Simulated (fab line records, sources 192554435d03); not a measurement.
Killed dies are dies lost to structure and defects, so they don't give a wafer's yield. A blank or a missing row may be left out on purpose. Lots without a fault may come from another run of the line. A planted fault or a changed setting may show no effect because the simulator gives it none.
Which tool did it? | flow n5_finfet | 7 lots, 18 wafers sampled, at 9 steps of a route of 1938

WHAT THE GAUGES READ, wafer by wafer
N5_BEOL_M0_SAQP_CD_MEAS_25: target cd 13.1 nm. Usual: cd_nm 12.79 nm, standard deviation 0.23.
lot  | measured    | on        | cd_nm (nm)        | flag
L813 | day 5 13:38 | cd_sem-01 | 12.56 12.91 12.74 |
L814 | day 5 17:04 | cd_sem-02 | 12.53 12.89       |
L817 | day 6 15:08 | cd_sem-01 | 12.43 12.74 12.86 |
L820 | day 7 12:19 | cd_sem-02 | 13.10 13.16 12.56 |
L823 | day 8 04:14 | cd_sem-03 | 12.78 12.98       |
L825 | day 8 16:11 | cd_sem-03 | 12.84 12.62 13.24 |
L829 | day 9 12:24 | cd_sem-02 | - 12.66           |

N5_BEOL_M0_SAQP_CD_MEAS_29: target cd 14.4 nm. Usual: cd_nm 15.02 nm, standard deviation 0.25.
lot  | measured    | on        | cd_nm (nm)        | flag
L813 | day 5 16:17 | cd_sem-01 | 15.11 14.95 14.97 |
L814 | day 5 21:05 | cd_sem-01 | 14.45 15.25       |
L817 | day 6 17:43 | cd_sem-03 | 15.21 15.20 15.50 |
L820 | day 7 14:26 | cd_sem-01 | 15.15 15.24 14.89 |
L823 | day 8 06:26 | cd_sem-03 | 15.09 14.76       |
L825 | day 8 19:22 | cd_sem-01 | 14.98 14.99 15.12 |
L829 | day 9 15:39 | cd_sem-01 | - 15.30           |

N5_BEOL_M4_RC_MEAS_101. Usual: DIBL_N 36.0 mV/V, standard deviation 1.6; DIBL_P 36.1 mV/V, standard deviation 2; IOFF_N 0.160 nA/um, standard deviation 0.029; IOFF_P 0.21 nA/um, standard deviation 0.039; ION_N 675 uA/um, standard deviation 13; ION_P 464 uA/um, standard deviation 8.8; SS_N 71.5 mV/dec, standard deviation 0.58; SS_P 73.3 mV/dec, standard deviation 0.65; VT_N 250 mV, standard deviation 3.3; VT_P -249 mV, standard deviation 3.6.
lot  | measured     | on        | DIBL_N (mV/V)  | DIBL_P (mV/V)  | IOFF_N (nA/um)    | IOFF_P (nA/um) | ION_N (uA/um) | ION_P (uA/um) | SS_N (mV/dec)  | SS_P (mV/dec)  | VT_N (mV)   | VT_P (mV)      | flag
L813 | day 7 20:04  | prober-02 | 37.4 35.6 36.4 | 36.9 34.9 33.6 | 0.164 0.128 0.141 | 0.21 0.19 0.17 | 676 659 662   | 456 454 449   | 72.0 71.5 71.6 | 73.4 73.0 72.7 | 247 251 254 | -252 -253 -255 |
L814 | day 8 01:37  | prober-01 | 37.5 36.0      | 36.4 34.5      | 0.174 0.149       | 0.24 0.21      | 666 667       | 460 460       | 71.8 71.1      | 74.0 72.7      | 251 251     | -248 -250      |
L817 | day 8 23:21  | prober-02 | 33.7 32.2 35.7 | 35.3 33.5 37.8 | 0.146 0.118 0.175 | 0.19 0.17 0.23 | 678 675 678   | 463 466 463   | 71.2 70.8 70.7 | 73.1 72.7 73.7 | 250 253 247 | -252 -250 -249 |
L820 | day 9 17:04  | prober-02 | 38.5 37.1 36.1 | 37.3 36.6 35.6 | 0.190 0.154 0.140 | 0.25 0.24 0.23 | 671 660 665   | 466 461 467   | 72.3 72.0 71.3 | 74.0 73.3 73.6 | 248 250 250 | -244 -245 -242 |
L823 | day 10 18:43 | prober-02 | 36.3 37.7      | 36.7 38.8      | 0.166 0.180       | 0.23 0.26      | 679 672       | 463 458       | 72.5 72.1      | 72.7 73.5      | 248 248     | -246 -247      |
L825 | day 10 22:04 | prober-02 | 35.3 35.9 36.4 | 34.1 35.1 35.6 | 0.138 0.154 0.165 | 0.19 0.20 0.21 | 681 678 694   | 470 472 474   | 70.5 70.8 72.1 | 73.3 72.9 73.4 | 251 250 247 | -252 -251 -250 |
L829 | day 12 04:12 | prober-02 | 35.9           | 36.8           | 0.171             | 0.23           | 682           | 470           | 71.7           | 73.5           | 246         | -249           |

WHICH TOOL RAN EACH LOT (tool, then ch and the chambers of the sampled wafers, then the start)
lot  | N5_BEOL_M0_SAQP_HM_DEP_02   | N5_BEOL_M0_SAQP_HM_DEP_111     | N5_BEOL_M0_SAQP_ETCH_84           | N5_BEOL_M0_SAQP_HM_OPEN_112       | N5_BEOL_M0_SAQP_MANDREL_ETCH_20 | N5_BEOL_M0_SAQP_RECESS_114
L813 | pvd_sputter-01, day 5 10:55 | pecvd-03 ch 1,2, day 5 11:17   | rie_diel-01 ch 0,1,2, day 5 11:47 | rie_diel-01 ch 0,1,2, day 5 11:53 | rie_si-05 ch 0,2,3, day 5 11:58 | vapor_etch-02 ch 1, day 5 12:20
L814 | pvd_sputter-01, day 5 14:17 | pecvd-04 ch 0,2, day 5 14:39   | rie_diel-01 ch 1,2, day 5 15:24   | rie_diel-01 ch 1,2, day 5 15:31   | rie_si-01 ch 0,3, day 5 15:35   | vapor_etch-01 ch 0, day 5 16:04
L817 | pvd_sputter-03, day 6 12:40 | pecvd-04 ch 0,1,2, day 6 13:02 | rie_diel-01 ch 1,2,3, day 6 13:39 | rie_diel-01 ch 1,2,3, day 6 13:45 | rie_si-05 ch 0,1,2, day 6 13:50 | vapor_etch-01 ch 0,1, day 6 14:12
L820 | pvd_sputter-03, day 7 09:49 | pecvd-03 ch 0,1,2, day 7 10:11 | rie_diel-02 ch 0,1,3, day 7 10:48 | rie_diel-02 ch 0,1,3, day 7 10:55 | rie_si-06 ch 1,2,3, day 7 10:59 | vapor_etch-01 ch 0,1, day 7 11:16
L823 | pvd_sputter-01, day 8 01:01 | pecvd-03 ch 2, day 8 01:23     | rie_diel-01 ch 0,1, day 8 01:54   | rie_diel-01 ch 0,1, day 8 02:01   | rie_si-06 ch 0,1, day 8 02:05   | vapor_etch-02 ch 1, day 8 02:34
L825 | pvd_sputter-03, day 8 13:23 | pecvd-04 ch 0,1,2, day 8 13:51 | rie_diel-02 ch 0,2,3, day 8 14:20 | rie_diel-02 ch 1,3, day 8 14:27   | rie_si-01 ch 0,3, day 8 14:32   | vapor_etch-01 ch 1, day 8 14:46
L829 | pvd_sputter-02, day 9 09:20 | pecvd-01 ch 0,1, day 9 09:43   | rie_diel-02 ch 1,2, day 9 10:12   | rie_diel-02 ch 1,2, day 9 10:19   | rie_si-01 ch 1,2, day 9 10:23   | vapor_etch-02 ch 1, day 9 10:59
- N5_BEOL_M0_SAQP_HM_DEP_02: deposits TiN, target thk 12 nm.
- N5_BEOL_M0_SAQP_HM_DEP_111: deposits SiO2 from SiH4/N2O, target thk 12 nm, time 7.2 s.
- N5_BEOL_M0_SAQP_ETCH_84: etches SOC in N2/H2, target depth 100 nm, overetch 20 nm, time 150 s.
- N5_BEOL_M0_SAQP_HM_OPEN_112: chemistry CHF3/O2, target SiO2, stops on a-Si, target depth 12 nm, time 13.5 s.
- N5_BEOL_M0_SAQP_MANDREL_ETCH_20: etches a-Si in HBr/Cl2, stops on SiNx, target depth 60 nm, bt time 10 s, time 30 s.
- N5_BEOL_M0_SAQP_RECESS_114: chemistry HF/NH3, target SiO2, target depth 14.4 nm, afs cycles 3, sublimation time 60 s.

WHAT THE TOOLS THEMSELVES READ (means of the sampled wafers that have a number; where no wafer has one, the mark that the record gives instead)
N5_BEOL_M0_SAQP_HM_DEP_02. Usual: throttle_valve_pct 30.2 %, standard deviation 0.67.
lot  | tool           | throttle_valve_pct (%) | flag
L813 | pvd_sputter-01 | 30.1                   |
L814 | pvd_sputter-01 | 30.1                   |
L817 | pvd_sputter-03 | 31.2                   |
L820 | pvd_sputter-03 | 30.5                   |
L823 | pvd_sputter-01 | 29.7                   |
L825 | pvd_sputter-03 | 30.2                   |
L829 | pvd_sputter-02 | 30.1                   |

N5_BEOL_M0_SAQP_HM_DEP_111. Usual: heater_power_outer_w 462 W, standard deviation 50; heater_power_w 783 W, standard deviation 70; showerhead_plenum_p_Torr 8.13 Torr, standard deviation 0.12.
lot  | tool     | heater_power_outer_w (W) | heater_power_w (W) | showerhead_plenum_p_Torr (Torr) | flag
L813 | pecvd-03 | 447                      | 777                | 8.27                            |
L814 | pecvd-04 | 414                      | 758                | 8.05                            |
L817 | pecvd-04 | 456                      | 791                | 8.10                            |
L820 | pecvd-03 | 484                      | 804                | 8.18                            |
L823 | pecvd-03 | 518                      | 874                | 8.16                            |
L825 | pecvd-04 | 433                      | 751                | 8.13                            |
L829 | pecvd-01 | 438                      | 691                | 8.09                            |

N5_BEOL_M0_SAQP_ETCH_84. Usual: bias_w 150.0 W, standard deviation 0.47; drypump_motor_current_A 5.8 A, standard deviation 0.46; h2_flow_sccm 200.1 sccm, standard deviation 0.6; oes_product_au 0.67 a.u., standard deviation 0.054; rf_vpp_V 523.6 V, standard deviation 2.6; run_length_s 173.4 s, standard deviation 0.4; showerhead_plenum_p_Torr 2.53 Torr, standard deviation 0.083; throttle_valve_pct 17.85 %, standard deviation 0.16.
lot  | tool        | bias_w (W) | drypump_motor_current_A (A) | h2_flow_sccm (sccm) | oes_product_au (a.u.) | rf_vpp_V (V) | run_length_s (s) | showerhead_plenum_p_Torr (Torr) | throttle_valve_pct (%) | flag
L813 | rie_diel-01 | 149.9      | 6.2                         | 199.9               | 0.74                  | 525.2        | 173.3            | 2.56                            | 17.85                  |
L814 | rie_diel-01 | 150.0      | 6.2                         | 201.1               | 0.76                  | 526.2        | 173.5            | 2.62                            | 17.83                  |
L817 | rie_diel-01 | 150.4      | 5.8                         | 200.2               | 0.71                  | 523.9        | 173.4            | 2.55                            | 17.89                  |
L820 | rie_diel-02 | 150.1      | 5.9                         | 200.0               | 0.65                  | 524.4        | 173.5            | 2.52                            | 17.76                  |
L823 | rie_diel-01 | 149.9      | 6.3                         | 199.6               | 0.75                  | 522.2        | 173.1            | 2.52                            | 17.87                  |
L825 | rie_diel-02 | 150.2      | 5.5                         | 199.6               | 0.65                  | 521.8        | 173.2            | 2.49                            | 17.83                  |
L829 | rie_diel-02 | 150.1      | 5.6                         | 200.5               | 0.69                  | 525.0        | 140.2            | 2.56                            | 17.71                  | OFF

N5_BEOL_M0_SAQP_HM_OPEN_112. Usual: bias_w 170.1 W, standard deviation 0.55; drypump_motor_current_A 5.8 A, standard deviation 0.45; oes_ar_750_au 0.75 a.u., standard deviation 0.054; oes_product_au 0.49 a.u., standard deviation 0.039; rf_vpp_V 526 V, standard deviation 8.4; showerhead_plenum_p_Torr 2.40 Torr, standard deviation 0.082; throttle_valve_pct 18.85 %, standard deviation 0.15.
lot  | tool        | bias_w (W) | drypump_motor_current_A (A) | oes_ar_750_au (a.u.) | oes_product_au (a.u.) | rf_vpp_V (V) | showerhead_plenum_p_Torr (Torr) | throttle_valve_pct (%) | flag
L813 | rie_diel-01 | 169.8      | 6.2                         | 0.82                 | 0.53                  | 529          | 2.42                            | 18.86                  |
L814 | rie_diel-01 | 169.8      | 6.2                         | 0.83                 | 0.55                  | 532          | 2.47                            | 18.78                  |
L817 | rie_diel-01 | 170.1      | 5.8                         | 0.78                 | 0.52                  | 530          | 2.42                            | 18.83                  |
L820 | rie_diel-02 | 170.0      | 5.9                         | 0.73                 | 0.47                  | 523          | 2.40                            | 18.81                  |
L823 | rie_diel-01 | 170.3      | 6.3                         | 0.82                 | 0.54                  | 522          | 2.38                            | 18.80                  |
L825 | rie_diel-02 | 170.1      | 6.0                         | 0.73                 | 0.47                  | 524          | 2.42                            | 18.87                  |
L829 | rie_diel-02 | 170.3      | 5.6                         | 0.73                 | 0.38                  | 524          | 2.44                            | 18.77                  |

N5_BEOL_M0_SAQP_MANDREL_ETCH_20. Usual: bias_w 74.98 W, standard deviation 0.23; drypump_motor_current_A 5.9 A, standard deviation 0.52; oes_product_au 0.784 a.u., standard deviation 0.0098; throttle_valve_pct 35.2 %, standard deviation 0.42.
lot  | tool      | bias_w (W) | drypump_motor_current_A (A) | oes_product_au (a.u.) | throttle_valve_pct (%) | flag
L813 | rie_si-05 | 74.90      | 6.3                         | 0.784                 | 35.3                   |
L814 | rie_si-01 | 74.87      | 6.1                         | 0.780                 | 35.3                   |
L817 | rie_si-05 | 75.15      | 6.4                         | 0.786                 | 35.0                   |
L820 | rie_si-06 | 74.98      | 5.4                         | 0.785                 | 35.6                   |
L823 | rie_si-06 | 75.22      | 5.3                         | 0.782                 | 35.5                   |
L825 | rie_si-01 | 75.20      | 6.2                         | 0.786                 | 35.2                   |
L829 | rie_si-01 | 75.12      | 5.7                         | 0.554                 | 35.3                   | OFF

N5_BEOL_M0_SAQP_RECESS_114. Usual: drypump_motor_current_A 5.45 A, standard deviation 0.2.
lot  | tool          | drypump_motor_current_A (A) | flag
L813 | vapor_etch-02 | 5.38                        |
L814 | vapor_etch-01 | 5.25                        |
L817 | vapor_etch-01 | 5.32                        |
L820 | vapor_etch-01 | 5.32                        |
L823 | vapor_etch-02 | 5.38                        |
L825 | vapor_etch-01 | 5.49                        |
L829 | vapor_etch-02 | 5.38                        |

THE ANSWER, worked out from the rows above alone
Rule: a lot is off if the mean of its wafers that have a number lies more than 3 standard deviations from the usual mean. A lot without any number at a reading at which 4 lots or more have one is off too. The other lots that the step has rows for count as sound. The gauges are gone through in route order, then the tools' own readings, and for those a lot's mean is taken as printed above. The first step at which some lot is off is used, and at that step the reading that is off furthest; a lot without a number counts as furthest.
Off: L829, at N5_BEOL_M0_SAQP_ETCH_84 (run_length_s).
A tool fits if, at that step or a process step before it, it ran every lot that is off, and no sound lot after the first of them. Can't be told from this: 3 tools fit, pvd_sputter-02 at N5_BEOL_M0_SAQP_HM_DEP_02, pecvd-01 at N5_BEOL_M0_SAQP_HM_DEP_111, rie_diel-02 at N5_BEOL_M0_SAQP_ETCH_84.

WHAT THE SIMULATOR HAD PUT IN
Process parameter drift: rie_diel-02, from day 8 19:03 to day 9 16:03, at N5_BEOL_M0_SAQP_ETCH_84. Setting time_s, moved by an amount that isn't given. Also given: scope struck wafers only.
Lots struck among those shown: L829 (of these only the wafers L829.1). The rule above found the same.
